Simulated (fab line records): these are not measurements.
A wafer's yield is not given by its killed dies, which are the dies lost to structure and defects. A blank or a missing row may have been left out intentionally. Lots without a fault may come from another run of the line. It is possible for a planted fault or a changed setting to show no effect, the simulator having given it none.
Chamber matching    flow nandHarc    4 sister chambers for NHARC_A_STAIRCASE_TRIM_196 on rieDiel-08
The step chemistry O2, time 211.2 s. 4 wafers are shown with their chamber, then 9 later ones without.

WAFERS, EACH WITH ITS CHAMBER
wafer   chamber  drypumpMotorCurrentA (A)
L081.1  0        5.5
L084.1  3        6.0
L084.2  1        5.2
L084.5  2        5.6

WAFERS MISSING THEIR CHAMBER
wafer   drypumpMotorCurrentA (A)
L085.1  6.0
L085.3  5.6
L085.4  5.6
L089.2  5.6
L089.4  5.6
L089.5  5.5
L088.2  5.5
L088.3  5.7
L088.6  5.6

CHAMBER TAKEN BY EACH
wafer    from the rows above   in truth
L085.1   3                     3
L085.3   2                     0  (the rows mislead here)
L085.4   2                     2
L089.2   2                     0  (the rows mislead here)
L089.4   2                     2
L089.5   0                     0
L088.2   0                     0
L088.3   2                     2
L088.6   2                     2
Correctly placed: 7 of 9. Not placeable from these rows: 0. Placed wrongly: 2.
How it was worked out, from the rows above alone: a wafer's distance from a chamber is the root of the sum, over the readings, of the square of ((its reading less the chamber's mean) divided by the reading's scatter). The wafer belongs to the nearest chamber; if the next one is less than 2 further off, it can't be placed. A chamber's mean is the mean of its shown wafers. The scatter: root of mean squared gap, hidden wafer to nearest shown wafer, with one shown wafer a chamber.
